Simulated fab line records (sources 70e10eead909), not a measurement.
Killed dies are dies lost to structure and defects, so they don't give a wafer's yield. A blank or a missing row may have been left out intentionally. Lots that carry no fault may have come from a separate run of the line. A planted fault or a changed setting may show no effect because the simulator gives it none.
fab line records	flow nandHarc
record: lots: 12	wafers: 36	lastDay: 34
route steps=1302 shown P_BONDPAD@374 A_ZERO_WELL@390 A_SOURCE_PLATE@423 A_ONON_D1@427 END@1302
lots that met no fault: taken from a fault-free run of the same line
startH: start of the lot's first displayed wafer, in hours after the record's first day	waitH: hours since the lot's step before	" identical to the entry in the row above	L1.1+2: a single row standing in for several wafers	- no value, or no start given	* or withheld: withheld	< > ~ a bound
route shown NAME@n: a module of which the file shows steps, and the number in the route of the first	usual: the fault-free wafers' mean and standard deviation	same: alike in all rows	chamber/n: place in a boat	sites: per-site readings	_std_site: the standard deviation of these	_edge_site: the outer-site mean with the inner-site mean subtracted	radiusMm: how far each site lies from the wafer's centre	mask NAME#n: copy n	behind: the last tool/chamber to shape the wafer	hold: the reason the lot was held/the length of the hold in hours/how it ended	device: whichever transistor did not switch (one of n, p or np)	end of line: tests run on the same wafers once the route is complete	a step given without rows: its recipe and nothing more	killed: dies that structure and defects cost at the first sort, which is not the same as the wafer's yield	map: shows each die of a wafer: x if killed, . if not, _ if none is there
set.NAME: setting as actually run; set.NAME@STEP: the setting as run at that earlier step	model.NAME: the simulator's own value behind a step, which no gauge read
route steps across a sampled set of lots; one table per step, one row per wafer
services: when a tool's chamber went out of use (startH, in hours from the record's first day, below 0 if earlier), for how many hours, and the reason
== steps ==
step: NHARC_P_BONDPAD_DEGAS_25
recipe: tempC: 300	timeS: 60
usual: heaterPowerW: 468/56
same: timeS: 60
lot.wafer	tool	chamber	startH	waitH	heaterPowerW
L299.2	pvdSputter-02	-	144.92	-	433
L299.3	"	-	"	"	458
L299.6	"	-	"	"	462
L300.1	pvdSputter-03	-	154.97	-	425
L300.4	"	-	"	"	457
L300.6	"	-	"	"	461
L304.3	pvdSputter-01	-	180.00	-	412
L304.2	"	-	"	"	546
L304.6	"	-	"	"	358
L303.2	pvdSputter-03	-	180.57	-	454
L303.5	"	-	"	"	443
L303.6	"	-	"	"	447
L307.3	pvdSputter-01	-	219.20	-	541
L307.2	"	-	"	"	358
L307.6	"	-	"	"	465
L308.4	pvdSputter-03	-	223.78	-	542
L308.1	"	-	"	"	460
L308.6	"	-	"	"	541
L310.3	pvdSputter-01	-	251.18	-	366
L310.2	"	-	"	"	415
L310.1	"	-	"	"	458
L311.2	pvdSputter-02	-	262.74	-	485
L311.1	"	-	"	"	442
L311.5	"	-	"	"	456
L314.2	pvdSputter-03	-	284.20	-	440
L314.4	"	-	"	"	448
L314.1	"	-	"	"	537
L320.1	pvdSputter-01	-	348.86	-	450
L320.4	"	-	"	"	412
L320.5	"	-	"	"	534
L321.3	pvdSputter-02	-	364.22	-	463
L321.2	"	-	"	"	437
L321.6	"	-	"	"	488
L322.3	pvdSputter-01	-	371.94	-	458
L322.5	"	-	"	"	368
L322.6	"	-	"	"	417
step: NHARC_P_BONDPAD_INSPECT_23
usual: rawDefectCount: 312/110
lot.wafer	tool	chamber	startH	waitH	rawDefectCount
L299.2	defectInspect-01	-	146.54	0.0	345
L299.3	"	-	"	"	252
L299.6	"	-	"	"	367
L300.1	defectInspect-02	-	156.58	0.0	203
L300.4	"	-	"	"	189
L300.6	"	-	"	"	178
L304.2	defectInspect-01	-	181.65	0.0	357
L304.3	"	-	"	"	239
L304.6	"	-	"	"	285
L303.2	defectInspect-02	-	182.23	0.0	232
L303.5	"	-	"	"	240
L303.6	"	-	"	"	231
L307.2	defectInspect-02	-	220.81	0.0	279
L307.3	"	-	"	"	356
L307.6	"	-	"	"	188
L308.1	defectInspect-01	-	225.39	0.0	253
L308.4	"	-	"	"	346
L308.6	"	-	"	"	418
L310.1	defectInspect-01	-	252.79	0.0	292
L310.2	"	-	"	"	414
L310.3	"	-	"	"	453
L311.1	defectInspect-02	-	264.33	0.0	254
L311.2	"	-	"	"	205
L311.5	"	-	"	"	143
L314.1	defectInspect-02	-	285.80	0.0	229
L314.2	"	-	"	"	343
L314.4	"	-	"	"	256
L320.1	defectInspect-01	-	350.47	0.0	232
L320.4	"	-	"	"	221
L320.5	"	-	"	"	268
L321.2	defectInspect-02	-	365.97	0.0	544
L321.3	"	-	"	"	371
L321.6	"	-	"	"	254
L322.3	defectInspect-02	-	373.57	0.0	551
L322.5	"	-	"	"	835
L322.6	"	-	"	"	511
step: NHARC_A_ZERO_WELL_PRECLEAN_00
recipe: timeS: 600	tempC: 120	chemistry: SPM
usual: tempC: 120.00/0.13
same: timeS: 600
lot.wafer	tool	chamber	startH	waitH	tempC
L299.6	wetBench-02	7	147.11	0.1	119.89
L299.2	"	0	"	"	120.23
L299.3	"	1	"	"	119.92
L300.1	wetBench-02	1	157.16	0.1	119.79
L300.6	"	2	"	"	120.01
L300.4	"	4	"	"	119.97
L304.6	wetBench-04	3	182.19	0.1	119.81
L304.2	"	6	"	"	120.02
L304.3	"	7	"	"	120.00
L303.6	wetBench-04	6	182.79	0.1	120.16
L303.2	"	1	"	"	120.10
L303.5	"	3	"	"	119.80
L307.3	wetBench-02	5	221.37	0.1	119.83
L307.6	"	7	"	"	120.22
L307.2	"	1	"	"	120.06
L308.6	wetBench-02	0	225.97	0.1	119.85
L308.1	"	1	"	"	119.89
L308.4	"	2	"	"	119.83
L310.3	wetBench-02	0	253.35	0.1	120.19
L310.1	"	1	"	"	119.94
L310.2	"	4	"	"	119.66
L311.5	wetBench-02	0	264.90	0.1	119.84
L311.1	"	1	"	"	120.21
L311.2	"	2	"	"	120.04
L314.1	wetBench-04	6	286.35	0.1	119.81
L314.2	"	1	"	"	120.10
L314.4	"	2	"	"	120.18
L320.1	wetBench-04	2	351.05	0.1	119.95
L320.4	"	3	"	"	119.90
L320.5	"	4	"	"	119.92
L321.6	wetBench-04	0	366.55	0.1	120.13
L321.2	"	1	"	"	119.91
L321.3	"	3	"	"	119.94
L322.3	wetBench-04	6	374.12	0.1	120.04
L322.6	"	2	"	"	120.08
L322.5	"	3	"	"	120.12
step: NHARC_A_ZERO_WELL_INSPECT_17
usual: rawDefectCount: 10/4.9
lot.wafer	tool	chamber	startH	waitH	rawDefectCount
L299.2	defectInspect-02	-	149.31	0.1	20
L299.3	"	-	"	"	11
L299.6	"	-	"	"	4
L300.1	defectInspect-01	-	159.29	0.2	9
L300.4	"	-	"	"	12
L300.6	"	-	"	"	8
L304.2	defectInspect-01	-	184.42	0.1	16
L304.3	"	-	"	"	20
L304.6	"	-	"	"	6
L303.2	defectInspect-01	-	185.08	0.1	4
L303.5	"	-	"	"	9
L303.6	"	-	"	"	10
L307.2	defectInspect-02	-	223.48	0.2	2
L307.3	"	-	"	"	6
L307.6	"	-	"	"	4
L308.1	defectInspect-01	-	228.16	0.2	6
L308.4	"	-	"	"	11
L308.6	"	-	"	"	13
L310.1	defectInspect-02	-	255.73	0.2	13
L310.2	"	-	"	"	7
L310.3	"	-	"	"	14
L311.1	defectInspect-01	-	267.09	0.2	18
L311.2	"	-	"	"	264
L311.5	"	-	"	"	19
L314.1	defectInspect-01	-	288.63	0.2	4
L314.2	"	-	"	"	8
L314.4	"	-	"	"	3
L320.1	defectInspect-02	-	353.27	0.2	18
L320.4	"	-	"	"	13
L320.5	"	-	"	"	15
L321.2	defectInspect-02	-	368.82	0.1	13
L321.3	"	-	"	"	12
L321.6	"	-	"	"	14
L322.3	defectInspect-02	-	376.34	0.1	16
L322.5	"	-	"	"	11
L322.6	"	-	"	"	15
step: NHARC_A_SOURCE_PLATE_INSPECT_08
usual: rawDefectCount: 59/25
lot.wafer	tool	chamber	startH	waitH	rawDefectCount
L299.2	defectInspect-02	-	169.20	0.0	83
L299.3	"	-	"	"	78
L299.6	"	-	"	"	56
L300.1	defectInspect-02	-	179.55	0.0	88
L300.4	"	-	"	"	33
L300.6	"	-	"	"	48
L304.2	defectInspect-02	-	205.51	0.0	43
L304.3	"	-	"	"	50
L304.6	"	-	"	"	40
L303.2	defectInspect-01	-	205.51	0.0	75
L303.5	"	-	"	"	45
L303.6	"	-	"	"	63
L307.2	defectInspect-01	-	242.81	0.0	24
L307.3	"	-	"	"	33
L307.6	"	-	"	"	52
L308.1	defectInspect-02	-	248.78	0.0	31
L308.4	"	-	"	"	34
L308.6	"	-	"	"	33
L310.1	defectInspect-01	-	275.72	0.0	89
L310.2	"	-	"	"	113
L310.3	"	-	"	"	65
L311.1	defectInspect-02	-	288.13	0.0	68
L311.2	"	-	"	"	359
L311.5	"	-	"	"	60
L314.1	defectInspect-01	-	307.51	0.0	109
L314.2	"	-	"	"	72
L314.4	"	-	"	"	53
L320.1	defectInspect-02	-	374.05	0.0	72
L320.4	"	-	"	"	83
L320.5	"	-	"	"	36
L321.2	defectInspect-01	-	388.70	0.0	57
L321.3	"	-	"	"	65
L321.6	"	-	"	"	39
L322.3	defectInspect-01	-	397.39	0.0	69
L322.5	"	-	"	"	112
L322.6	"	-	"	"	73
step: NHARC_A_ONON_D1_THK_MEAS_05
recipe: thkMeasGauge: ellipsometry
usual: thkNm: 1002/9.1
lot.wafer	tool	chamber	startH	waitH	thkNm
L299.2	filmMetro-01	-	170.34	-	998
L299.3	"	-	"	"	997
L299.6	"	-	"	"	995
L300.1	filmMetro-01	-	180.70	-	1004
L300.4	"	-	"	"	1003
L300.6	"	-	"	"	1001
L303.2	filmMetro-01	-	206.65	-	1014
L303.5	"	-	"	"	1014
L303.6	"	-	"	"	1016
L304.2	filmMetro-02	-	206.65	-	1000
L304.3	"	-	"	"	998
L304.6	"	-	"	"	998
L307.2	filmMetro-02	-	243.95	-	1004
L307.3	"	-	"	"	1006
L307.6	"	-	"	"	1007
L308.1	filmMetro-02	-	249.96	-	1008
L308.4	"	-	"	"	1007
L308.6	"	-	"	"	1008
L310.1	filmMetro-01	-	276.87	-	999
L310.2	"	-	"	"	997
L310.3	"	-	"	"	1001
L311.1	filmMetro-01	-	289.27	-	1014
L311.2	"	-	"	"	1015
L311.5	"	-	"	"	1015
L314.1	filmMetro-02	-	308.65	-	1019
L314.2	"	-	"	"	1019
L314.4	"	-	"	"	1021
L320.1	filmMetro-01	-	375.20	-	999
L320.4	"	-	"	"	996
L320.5	"	-	"	"	997
L321.2	filmMetro-02	-	389.85	-	986
L321.3	"	-	"	"	984
L321.6	"	-	"	"	986
L322.3	filmMetro-01	-	398.54	-	1005
L322.5	"	-	"	"	1004
L322.6	"	-	"	"	1004
step: NHARC_END_SORT_01
recipe: tempC: 25
usual: killedAtArray: 61/20	killedAtOther: 0.9/1.1	killedAtPeriphery: 3.7/2.5	killedDies: 65/21	killedOpen: 3.3/1.8	killedShort: 2.3/1.5
same: grossDies: 677
lot.wafer	tool	chamber	startH	waitH	killedAtArray	killedAtOther	killedAtPeriphery	killedDies	killedOpen	killedShort
L311.1	prober-01	0	690.00	2.5	21	1	10	32	4	3
L311.2	prober-01	0	690.80	2.8	103	1	3	107	3	2
L311.5	prober-01	0	693.22	3.7	21	2	6	29	2	0
L314.1	prober-01	0	731.33	2.5	61	1	1	63	5	3
L314.2	prober-01	0	732.14	2.8	66	0	2	68	6	4
L314.4	prober-01	0	733.77	3.4	57	0	4	61	3	1
killed by level:class
L311.1 P_M1:chamberFilmFlake=5 A_CHANNEL_HOLE_D1:chamberFilmFlake=4 A_CHANNEL_FILL_D1:chamberFilmFlake=4 P_CONTACT:geometricParticle:short=2 P_GATE:chamberFilmFlake=2 A_SLIT:chamberFilmFlake=2 A_WL_FILL:chamberFilmFlake=2 A_SOURCE_PLATE:geometricParticle:open=1
L311.2 A_ZERO_WELL:unspecified=73 A_CHANNEL_HOLE_D1:chamberFilmFlake=7 A_SLIT:chamberFilmFlake=6 A_STAIRCASE:chamberFilmFlake=4 A_CONTACT:chamberFilmFlake=3 P_GATE:chamberFilmFlake=2 A_CHANNEL_FILL_D1:chamberFilmFlake=2 A_WL_FILL:chamberFilmFlake=2
L311.5 P_M1:chamberFilmFlake=5 A_CHANNEL_HOLE_D1:chamberFilmFlake=5 A_STAIRCASE:chamberFilmFlake=4 A_SLIT:chamberFilmFlake=4 A_WL_FILL:chamberFilmFlake=3 A_CONTACT:chamberFilmFlake=2 THIN_TSV:chamberFilmFlake=2 A_ONON_D2:geometricParticle:open=1
L314.1 A_CHANNEL_HOLE_D1:chamberFilmFlake=28 A_CONTACT:chamberFilmFlake=21 A_CHANNEL_FILL_D1:chamberFilmFlake=3 A_ONON_D2:geometricParticle:short=2 P_M0:geometricParticle:open=1 A_ONON_D1:geometricParticle:open=1 A_CHANNEL_HOLE_D2:geometricParticle:open=1 A_WL_FILL:geometricParticle:short=1
L314.2 A_CHANNEL_HOLE_D1:chamberFilmFlake=30 A_CONTACT:chamberFilmFlake=17 A_SLIT:chamberFilmFlake=6 A_CHANNEL_FILL_D2:geometricParticle:open=2 A_CHANNEL_FILL_D1:chamberFilmFlake=2 A_STAIRCASE:chamberFilmFlake=2 P_M0:geometricParticle:open=1 P_M0:geometricParticle:short=1
L314.4 A_CHANNEL_HOLE_D1:chamberFilmFlake=35 A_CONTACT:chamberFilmFlake=13 A_SLIT:chamberFilmFlake=3 A_WL_FILL:chamberFilmFlake=3 P_CONTACT:geometricParticle:open=2 A_CHANNEL_FILL_D1:chamberFilmFlake=2 P_CONTACT:geometricParticle:short=1 P_M0:geometricParticle:open=1
== services ==
tool	chamber	startH	hours	kind
pvdSputter-03	-	124.06	1.2	repair
pvdSputter-02	-	140.85	0.9	repair
pvdSputter-02	-	147.57	3.4	repair
pvdSputter-03	-	170.32	10.0	pm
pvdSputter-02	-	175.56	22.0	repair
pvdSputter-03	-	181.85	3.1	repair
pvdSputter-01	-	226.07	10.0	pm
wetBench-04	-	227.20	8.0	pm
wetBench-04	0	235.20	-	consumableReplace:bath
wetBench-04	0	235.20	-	consumableReplace:filter
wetBench-04	1	235.20	-	consumableReplace:bath
wetBench-04	1	235.20	-	consumableReplace:filter
wetBench-04	2	235.20	-	consumableReplace:bath
wetBench-04	2	235.20	-	consumableReplace:filter
wetBench-04	3	235.20	-	consumableReplace:bath
wetBench-04	3	235.20	-	consumableReplace:filter
wetBench-04	4	235.20	-	consumableReplace:bath
wetBench-04	4	235.20	-	consumableReplace:filter
wetBench-04	5	235.20	-	consumableReplace:bath
wetBench-02	-	244.03	8.0	pm
pvdSputter-01	-	264.00	16.4	repair
pvdSputter-02	-	282.04	10.0	pm
pvdSputter-01	-	338.25	3.5	repair
pvdSputter-03	-	348.33	10.0	pm
== key ==
firstSign: step: NHARC_A_ZERO_WELL_INSPECT_17	reading: rawDefectCount	direction: up	sigmas: 51	usual: 10	struck: 264
effect: step: NHARC_A_SOURCE_PLATE_INSPECT_08	reading: rawDefectCount	direction: up	sigmas: 12	usual: 59	struck: 359
moreKillsBornAt: NHARC_A_ZERO_WELL_PRECLEAN_00@wetBench-02: 73
metAt NHARC_A_ZERO_WELL_PRECLEAN_00
struckLots L311
struckWafers L311.2
testerLeftOut L311
notActingAt NHARC_P_BONDPAD_DEGAS_25,NHARC_P_BONDPAD_INSPECT_23,NHARC_A_ONON_D1_THK_MEAS_05
onsetBetween 225.97 264.90
fault: kind: chamberParticleSource	tool: wetBench-02	chamber: 2	onsetH: 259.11	steps: NHARC_A_ZERO_WELL_PRECLEAN_00	ratePerVisitCm2: 0.39609	endH: 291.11
testerLeftOut: of these lots the tester's yield and bins aren't shown, on N5 and GAA mostly nor the transistor test; their killed dies are dies lost to structure and defects alone, not to doping, threshold or leakage, so they don't give the yield
